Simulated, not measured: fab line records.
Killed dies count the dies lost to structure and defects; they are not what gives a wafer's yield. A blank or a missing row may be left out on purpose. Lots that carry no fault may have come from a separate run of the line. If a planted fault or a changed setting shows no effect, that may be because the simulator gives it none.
Matching of chambers + flow nand harc + NHARC_A_WL_FILL_ALD_19 on ald metal-03: 4 sister chambers
The step deposits TiN, target thk 2 nm, pulse time 3 s, ald cycles 100. 14 wafers are shown with their chamber, then 7 later ones without.

WAFERS, EACH WITH ITS CHAMBER
| wafer  | chamber | heater power w (W) | precursor pulse height rel |
|--------|---------|--------------------|----------------------------|
| L254.1 | 1       | 976                | 0.994                      |
| L254.2 | 0       | 1255               | 0.979                      |
| L254.3 | 2       | 1071               | 0.985                      |
| L257.1 | 2       | 1037               | 0.994                      |
| L257.2 | 3       | 877                | 1.031                      |
| L257.5 | 0       | 1206               | 1.013                      |
| L256.2 | 0       | 1223               | 0.965                      |
| L256.4 | 3       | 883                | 1.022                      |
| L256.5 | 1       | 964                | 0.988                      |
| L263.2 | 2       | 1039               | 0.990                      |
| L263.3 | 1       | 976                | 1.004                      |
| L263.5 | 3       | 822                | 0.994                      |
| L264.2 | 1       | 948                | 0.974                      |
| L264.3 | 3       | 831                | 0.994                      |

SIGNATURES (averages over the wafers above)
| reading                    | chamber 0 | chamber 1 | chamber 2 | chamber 3 | scatter within a chamber |
|----------------------------|-----------|-----------|-----------|-----------|--------------------------|
| heater power w             | 1228.00   | 966.00    | 1049.00   | 853.25    | 23.3                     |
| precursor pulse height rel | 0.98567   | 0.99000   | 0.98967   | 1.01025   | 0.0168                   |
Rule: for each reading, subtract the chamber's mean from the wafer's reading, divide by that reading's scatter and square the result; add these up over the readings and take the root, which gives the wafer's distance from the chamber. The wafer belongs to the nearest chamber; if the next one is less than 2 further off, it can't be placed. The scatter is the square root of a quotient: the sum, over the shown wafers, of each reading's squared deviation from its chamber's mean, divided by wafers minus chambers.

WAFERS MISSING THEIR CHAMBER
| wafer  | heater power w (W) | precursor pulse height rel |
|--------|--------------------|----------------------------|
| L264.5 | 1035               | 0.972                      |
| L267.2 | 1017               | 0.937                      |
| L267.3 | 815                | 0.995                      |
| L267.6 | 852                | 0.977                      |
| L274.2 | 1040               | 1.000                      |
| L274.3 | 979                | 1.015                      |
| L274.4 | 813                | 0.990                      |

WHICH CHAMBER EACH ONE RAN IN
| wafer  | from the rows above     | in truth |
|--------|-------------------------|----------|
| L264.5 | can't be placed: 2 or 1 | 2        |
| L267.2 | can't be placed: 2 or 1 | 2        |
| L267.3 | 3                       | 3        |
| L267.6 | 3                       | 3        |
| L274.2 | 2                       | 2        |
| L274.3 | can't be placed: 1 or 2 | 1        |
| L274.4 | 3                       | 3        |
Correct placement for 4 of the 7. Not placeable from these rows: 3 (in 3, the candidates include the true chamber). 0 placed wrongly.
